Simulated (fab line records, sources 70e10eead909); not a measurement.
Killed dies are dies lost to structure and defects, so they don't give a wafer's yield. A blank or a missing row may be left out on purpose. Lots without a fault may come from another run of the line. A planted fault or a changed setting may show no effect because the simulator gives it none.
fab line records | flow nand_harc
record lots=7 wafers=21 last_day=21
route steps=1159 shown A_BONDPAD@1065
lots that met no fault: from a run of the same line without faults
start_h: hours from the record's first day to the start of the lot's first wafer shown | wait_h: hours since the lot's step before | " the same as in the row above | L1.1+2: a row that stands for several wafers | - no value, or no start given | * or withheld: withheld | < > ~ a bound
route shown NAME@n: a module of which the file shows steps, and the number in the route of the first | usual: mean/standard deviation of fault-free wafers | same: alike in all rows | chamber/n: place in a boat | sites: the reading at each site | _std_site: their standard deviation | _edge_site: outer sites' mean less inner sites' | radius_mm: how far each site lies from the wafer's centre | mask NAME#n: copy n | behind: the tool/chamber that last shaped the wafer | hold: why the lot was held/for how many hours/how that ended | device: the transistor (n, p or np) that didn't switch | end of line: the same wafers' tests at the end of the route | a step without rows: its recipe alone | killed: dies lost to structure and defects at the first sort, not the wafer's yield | map: a wafer's dies, x killed, . not, _ none there
set.NAME: the setting as run; set.NAME@STEP: as run at that earlier step | model.NAME: the simulator's own value behind a step, which no gauge read
lots at some steps of the route; a table a step, a row a wafer
services: from which hour (start_h, from the record's first day; less than 0 if before it) a tool's chamber was out of use, for how many hours, and why
## steps
# step NHARC_A_BONDPAD_COAT_33
# recipe temp_c=200 time_s=65
# step NHARC_A_BONDPAD_COAT_03
# recipe spin_rpm=2000 resist_thk_nm=600
# step NHARC_A_BONDPAD_SOFTBAKE_04
# recipe temp_c=125 time_s=70
# step NHARC_A_BONDPAD_EBR_05
# step NHARC_A_BONDPAD_EXPOSE_06
# recipe na=0.55 dose_mj=36.99 mask_id=A_BPAD
# step NHARC_A_BONDPAD_PEB_07
# recipe peb_temp_c=128 peb_time_s=80
# step NHARC_A_BONDPAD_DEVELOP_08
# recipe time_s=50 dev_temp_c=22
# step NHARC_A_BONDPAD_CD_MEAS_09
# recipe target_cd_nm=500 landing_energy_ev=500
# usual cd_nm=498.3/2.8
# columns lot.wafer tool chamber start_h wait_h cd_nm
L545.1 cd_sem-01 0 410.72 - 500.7
L545.3 " 0 " " 499.3
L545.4 " 0 " " 493.8
L549.1 cd_sem-03 0 438.45 - 494.3
L549.3 " 0 " " 495.1
L549.4 " 0 " " 494.8
L550.1 cd_sem-01 0 458.55 - 496.7
L550.5 " 0 " " 497.8
L550.6 " 0 " " 495.5
L552.1 cd_sem-03 0 459.45 - 494.0
L552.3 " 0 " " 494.3
L552.5 " 0 " " 496.4
L560.2 cd_sem-02 0 497.67 - 501.3
L560.4 " 0 " " 504.8
L560.5 " 0 " " 501.9
L559.2 cd_sem-03 0 504.06 - 494.3
L559.3 " 0 " " 497.8
L559.6 " 0 " " 492.6
L557.4 cd_sem-03 0 504.83 - 498.2
L557.5 " 0 " " 504.0
L557.6 " 0 " " 497.6
# step NHARC_A_BONDPAD_OVL_MEAS_35
# usual overlay_x_nm=1/5.3 overlay_y_nm=-2/6.2
# columns lot.wafer tool chamber start_h wait_h overlay_x_nm overlay_y_nm
L545.1 overlay-02 - 410.81 - 1 5
L545.3 " - " " 1 5
L545.4 " - " " 1 5
L549.1 overlay-02 - 438.54 - 0 -9
L549.3 " - " " 0 -10
L549.4 " - " " 1 -9
L550.1 overlay-02 - 458.64 - 3 -1
L550.5 " - " " 3 0
L550.6 " - " " 2 0
L552.1 overlay-02 - 459.54 - 0 -9
L552.3 " - " " 0 -10
L552.5 " - " " 0 -9
L560.2 overlay-02 - 497.76 - 3 -8
L560.4 " - " " 3 -8
L560.5 " - " " 4 -7
L559.2 overlay-02 - 504.15 - 2 -5
L559.3 " - " " 2 -5
L559.6 " - " " 2 -5
L557.4 overlay-01 - 504.91 - -5 -8
L557.5 " - " " -4 -8
L557.6 " - " " -4 -8
# step NHARC_A_BONDPAD_HARDBAKE_10
# recipe temp_c=118 time_s=65
# step NHARC_A_BONDPAD_DESCUM_11
# recipe time_s=3 o2_flow_sccm=200 ar_flow_sccm=0 bias_power_w=0 chemistry=O2
# usual drypump_motor_current_A=5.57/0.21 oes_product_au=1.003/0.013 rf_vpp_V=57.5/0.89 showerhead_plenum_p_Torr=1.86/0.074 throttle_valve_pct=11.311/0.0083
# columns lot.wafer tool chamber start_h wait_h drypump_motor_current_A oes_product_au rf_hours_counter_h rf_vpp_V showerhead_plenum_p_Torr throttle_valve_pct
L545.3 rie_diel-05 3 410.94 - 5.35 1.002 2 56.7 1.90 11.315
L545.4 " 1 " " 5.39 1.004 2 57.1 1.79 11.294
L545.1 " 2 " " 5.73 1.009 2 56.9 1.79 11.314
L549.4 rie_diel-05 1 438.66 - 5.39 1.022 4 58.4 1.79 11.307
L549.1 " 2 " " 5.76 1.019 3 57.7 1.79 11.317
L549.3 " 0 " " 5.72 0.985 3 57.5 1.94 11.314
L550.1 rie_diel-05 3 458.77 - 5.35 0.995 4 56.9 1.90 11.300
L550.6 " 2 " " 5.76 1.019 - 56.2 1.79 11.322
L550.5 " 3 " " 5.34 0.998 - 59.0 1.90 11.307
L552.1 rie_diel-05 0 459.66 - 5.70 0.982 4 58.2 1.94 11.300
L552.3 " 2 " " 5.73 1.019 4 58.2 1.79 11.316
L552.5 " 0 " " 5.70 1.006 - 57.4 1.94 11.308
L560.2 rie_diel-05 3 497.89 - 5.30 0.997 5 57.8 1.90 11.303
L560.4 " 1 " " 5.39 1.008 6 59.3 1.79 11.304
L560.5 " 3 " " 5.29 0.997 - 58.0 1.90 11.322
L559.3 rie_diel-05 0 504.29 - 5.70 0.980 6 57.4 1.94 11.307
L559.2 " 1 " " 5.40 1.020 6 56.0 1.79 11.312
L559.6 " 3 " " 5.32 0.987 - 57.5 1.90 11.324
L557.4 rie_diel-05 1 505.04 - 5.41 1.016 6 57.5 1.79 11.314
L557.6 " 0 " " 5.71 0.982 - 57.5 1.94 11.329
L557.5 " 1 " " 5.43 1.018 - 57.7 1.79 11.304
# step NHARC_A_BONDPAD_ETCH_34
# recipe target_depth_a=600 overetch_a=180 time_s=65.91 ion_energy_ev=200 n2_flow_sccm=150 h2_flow_sccm=150 ar_flow_sccm=0 rf_w=400 bias_w=150 chemistry=N2/H2
# usual bias_w=150.0/0.45 chamber_pressure_mTorr=30.002/0.027 drypump_motor_current_A=5.56/0.21 oes_product_au=1.002/0.014 rf_vpp_V=429.0/2.5 showerhead_plenum_p_Torr=1.99/0.08 throttle_valve_pct=14.171/0.0099
# columns lot.wafer tool chamber start_h wait_h bias_w chamber_pressure_mTorr drypump_motor_current_A oes_product_au rf_hours_counter_h rf_vpp_V showerhead_plenum_p_Torr throttle_valve_pct
L545.4 rie_diel-05 1 411.05 0.1 149.9 30.008 5.39 1.022 2 425.3 1.90 14.154
L545.1 " 2 " " 149.4 30.025 5.77 1.013 2 425.6 1.90 14.180
L545.3 " 0 " " 149.5 30.006 5.71 0.997 2 432.8 2.07 14.188
L549.1 rie_diel-05 0 438.75 0.1 149.9 29.992 5.72 0.992 3 431.9 2.07 14.178
L549.4 " 1 " " 150.4 29.979 5.39 1.028 4 425.7 1.90 14.163
L549.3 " 3 " " 149.9 29.994 5.32 1.006 3 429.6 2.03 14.169
L550.1 rie_diel-05 1 458.85 0.1 149.6 30.027 5.42 1.016 4 425.9 1.90 14.184
L550.6 " 0 " " 148.7 30.002 5.69 0.980 - 431.1 2.07 14.151
L550.5 " 1 " " 149.5 30.023 5.41 1.015 - 427.4 1.90 14.167
L552.3 rie_diel-05 1 459.76 0.1 149.5 29.980 5.41 1.014 4 425.8 1.90 14.156
L552.1 " 3 " " 149.9 29.997 5.36 0.997 4 429.7 2.03 14.158
L552.5 " 1 " " 149.0 30.003 5.41 1.021 - 425.5 1.90 14.161
L560.4 rie_diel-05 0 497.97 0.1 149.9 29.972 5.72 0.977 5 432.4 2.07 14.157
L560.2 " 2 " " 150.5 30.026 5.75 0.994 6 425.8 1.90 14.174
L560.5 " 3 " " 150.4 29.999 5.33 0.991 - 428.7 2.03 14.167
L559.3 rie_diel-05 1 504.37 0.1 150.2 30.020 5.39 1.012 6 427.6 1.90 14.163
L559.2 " 3 " " 149.8 29.993 5.36 0.989 6 429.9 2.03 14.182
L559.6 " 1 " " 150.1 29.962 5.39 1.023 - 426.2 1.90 14.172
L557.4 rie_diel-05 0 505.12 0.1 149.6 29.995 5.70 0.985 6 430.5 2.07 14.182
L557.6 " 3 " " 149.9 30.008 5.35 0.992 - 430.7 2.03 14.177
L557.5 " 0 " " 150.2 30.022 5.76 0.975 - 432.2 2.07 14.175
# step NHARC_A_BONDPAD_ETCH_12
# recipe target_depth_a=2200 time_s=110 chf3_flow_sccm=50 o2_flow_sccm=10 ar_flow_sccm=200 rf_w=500 bias_w=200 chemistry=CHF3/O2
# usual bias_w=200.0/0.6 chamber_pressure_mTorr=25.003/0.021 drypump_motor_current_A=5.56/0.21 oes_product_au=0.947/0.024 rf_vpp_V=369.3/2.2 showerhead_plenum_p_Torr=2.34/0.087 throttle_valve_pct=20.573/0.009
# columns lot.wafer tool chamber start_h wait_h bias_w chamber_pressure_mTorr drypump_motor_current_A oes_product_au rf_hours_counter_h rf_vpp_V showerhead_plenum_p_Torr throttle_valve_pct
L545.3 rie_diel-05 0 411.14 - 200.1 24.923 5.73 0.947 2 371.1 2.44 20.564
L545.4 " 1 " " 199.4 25.000 5.39 0.963 2 366.2 2.25 20.566
L545.1 " 3 " " 200.3 25.014 5.33 0.955 2 370.0 2.39 20.587
L549.1 rie_diel-05 2 438.84 - 200.2 24.998 5.74 0.947 4 367.5 2.25 20.571
L549.4 " 3 " " 200.4 25.005 5.38 0.923 3 370.2 2.39 20.582
L549.3 " 1 " " 201.1 25.031 5.40 0.948 4 368.7 2.25 20.583
L550.1 rie_diel-05 3 458.97 - 201.0 25.012 5.33 0.952 4 369.8 2.39 20.558
L550.5 " 0 " " 200.4 25.023 5.73 0.966 - 371.6 2.44 20.575
L550.6 " 1 " " 199.6 25.004 5.42 0.984 - 367.2 2.25 20.566
L552.3 rie_diel-05 2 459.84 - 200.7 25.018 5.76 0.989 4 369.2 2.25 20.579
L552.1 " 1 " " 200.1 25.019 5.42 0.973 4 368.3 2.25 20.554
L552.5 " 3 " " 200.9 25.029 5.34 0.976 - 371.0 2.39 20.594
L560.4 rie_diel-05 2 498.07 - - - - - - - - -
L560.2 " 0 " " - - - - - - - -
L560.5 " 2 " " - - - - - - - -
L559.2 rie_diel-05 1 504.45 - - - - - - - - -
L559.3 " 3 " " - - - - - - - -
L559.6 " 1 " " - - - - - - - -
L557.4 rie_diel-05 1 505.22 - - - - - - - - -
L557.5 " 0 " " - - - - - - - -
L557.6 " 1 " " - - - - - - - -
# step NHARC_A_BONDPAD_CD_MEAS_13
# usual cd_nm=498.0/2.9
# columns lot.wafer tool chamber start_h wait_h cd_nm
L545.1 cd_sem-01 - 411.29 - 498.6
L545.3 " - " " 500.8
L545.4 " - " " 493.7
L549.1 cd_sem-03 - 438.98 - 492.8
L549.3 " - " " 495.2
L549.4 " - " " 493.2
L550.1 cd_sem-02 - 459.08 - 496.6
L550.5 " - " " 499.1
L550.6 " - " " 495.9
L552.1 cd_sem-01 - 459.98 - 494.1
L552.3 " - " " 492.9
L552.5 " - " " 495.7
L560.2 cd_sem-02 - 498.21 - 501.5
L560.4 " - " " 504.9
L560.5 " - " " 503.0
L559.2 cd_sem-02 - 504.60 - 494.3
L559.3 " - " " 496.8
L559.6 " - " " 492.2
L557.4 cd_sem-02 - 505.36 - 498.2
L557.5 " - " " 504.1
L557.6 " - " " 497.4
## services
# columns tool chamber start_h hours kind
rie_diel-05 0 398.61 - clean
rie_diel-05 1 398.61 - clean
rie_diel-05 2 398.61 - clean
rie_diel-05 3 398.61 - clean
rie_diel-05 0 423.11 - clean
rie_diel-05 1 423.11 - clean
rie_diel-05 2 423.11 - clean
rie_diel-05 3 423.11 - clean
rie_diel-05 0 447.61 - clean
rie_diel-05 1 447.61 - clean
rie_diel-05 2 447.61 - clean
rie_diel-05 3 447.61 - clean
rie_diel-05 0 472.11 - clean
rie_diel-05 1 472.11 - clean
rie_diel-05 2 472.11 - clean
rie_diel-05 3 472.11 - clean
rie_diel-05 0 496.61 - clean
rie_diel-05 1 496.61 - clean
rie_diel-05 2 496.61 - clean
rie_diel-05 3 496.61 - clean
## key
first_sign step=NHARC_A_BONDPAD_ETCH_12 reading=tool_record direction=missing
effect none on later readings
met_at NHARC_A_BONDPAD_ETCH_12
struck_wafers L557.4,L557.5,L557.6,L559.2,L559.3,L559.6,L560.2,L560.4,L560.5
later_rows_left_out L557.4,L557.5,L557.6,L559.2,L559.3,L559.6,L560.2,L560.4,L560.5
sort_left_out L557.4,L557.5,L557.6,L559.2,L559.3,L559.6,L560.2,L560.4,L560.5
onset_between 459.84 498.07
fault kind=skipped_step_whole tool=rie_diel-05 chamber=- onset_h=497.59 steps=NHARC_A_BONDPAD_ETCH_12 scope=struck_lots_only
# sort_left_out: the simulated sort isn't trusted on such a fault, so these wafers' sort isn't shown, and their yield isn't known
# later_rows_left_out: the simulator's readings of these wafers behind a module that went badly wrong aren't trusted and aren't shown, but for the sort
